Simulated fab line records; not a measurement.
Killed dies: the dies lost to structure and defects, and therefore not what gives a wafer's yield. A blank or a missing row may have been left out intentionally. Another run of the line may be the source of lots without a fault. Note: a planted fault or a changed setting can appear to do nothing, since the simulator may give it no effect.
A struck lot beside a sound one -- flow nand_harc -- 14 out of 1302 route steps
Sound: the wafers L528.2, L528.5, L528.6. Struck: wafer L534.2 (L534.4, L534.5, from the same lot, were not struck and are left out); the cause is given at the end.
Per side, at each step with rows, come the tool, then ch with its chambers, and then its first start. Under that, the readings that differ: sound wafers -- struck wafers -- difference of the means -- sigmas: that difference in standard deviations of wafers without a fault.
alike: words and numbers the same on both sides, and readings whose means are apart by under 2 such deviations; not compared: readings that were withheld, readings missing a value for some wafer, numbers with overlapping values and no deviation given by the record, and bounds like >300 which may hide the same value.
A row with sigmas, a row that says differs or no value, or rows on one side alone: a step with any of these is where the two part. Numbers that have no deviation but don't overlap get no sigmas and don't part them. A reading that every wafer of one side lacks parts them only if that side has two wafers or more.

NHARC_A_ONON_D1_THK_MEAS_30: measures by ellipsometry.
  sound: film_metro-02 at day 8 15:46; struck: film_metro-01 at day 12 09:12
reading,sound,struck,difference,sigmas
thk_nm (nm),987 988 988,1030,+42,+4
NHARC_A_ONON_D1_DEP_33: deposits SiO2, target thk 200 nm.
  sound on pecvd-03 ch 0,2, day 8 15:55; struck on pecvd-03 ch 2, day 12 09:20
  alike: heater_power_w, susceptor_temp_C, throttle_valve_pct
NHARC_A_ONON_D1_THK_MEAS_34: measures by ellipsometry.
  sound: film_metro-01 at day 8 16:14; struck: film_metro-02 at day 12 09:40
reading,sound,struck,difference,sigmas
thk_nm (nm),201.2 205.1 206.4,198.4,-5.8,-2
NHARC_A_ONON_D1_INSPECT_32:
  sound: defect_inspect-01 at day 8 16:19; struck: defect_inspect-01 at day 12 09:44
  alike: raw_defect_count
NHARC_A_CHANNEL_HOLE_D1_DEP_00: deposits aC, target thk 3100 nm.
  sound on acl_dep-01 ch 0, day 8 18:36; struck on acl_dep-03 ch 0, day 12 13:43
  alike: susceptor_temp_C, throttle_valve_pct
NHARC_A_CHANNEL_HOLE_D1_DEP_01: deposits SiON, target thk 140 nm.
  sound on pecvd-01 ch 0,1, day 8 20:14; struck on pecvd-01 ch 1, day 12 15:19
  alike: heater_power_w, susceptor_temp_C
then, 5 steps without rows for these wafers: NHARC_A_CHANNEL_HOLE_D1_DEHYDRATE_02 (time 120 s); NHARC_A_CHANNEL_HOLE_D1_HMDS_03 (time 30 s); NHARC_A_CHANNEL_HOLE_D1_COAT_36 (time 75 s); NHARC_A_CHANNEL_HOLE_D1_COAT_37 (time 65 s); NHARC_A_CHANNEL_HOLE_D1_COAT_04 (resist thk 90 nm).
NHARC_A_CHANNEL_HOLE_D1_SOFTBAKE_05: time 55 s.
  sound on litho_track-04 ch 0, day 8 20:00; struck on litho_track-04 ch 0, day 12 15:00
reading,sound,struck,difference,sigmas
heater_power_total_W (W),188.42 188.34 188.68,323.55,+135.07,+99 or more
  not compared: plate_temp_C
following that, these wafers have no rows for 1 step: NHARC_A_CHANNEL_HOLE_D1_EBR_06.
NHARC_END_SORT_01:
  the record has rows for the sound wafers here (prober-02 ch 0, day 24 22:38) and none for the struck ones

WHERE THEY PART
First at NHARC_A_ONON_D1_THK_MEAS_30; last, within this record, at NHARC_END_SORT_01.

WHY: whatever the simulator had introduced
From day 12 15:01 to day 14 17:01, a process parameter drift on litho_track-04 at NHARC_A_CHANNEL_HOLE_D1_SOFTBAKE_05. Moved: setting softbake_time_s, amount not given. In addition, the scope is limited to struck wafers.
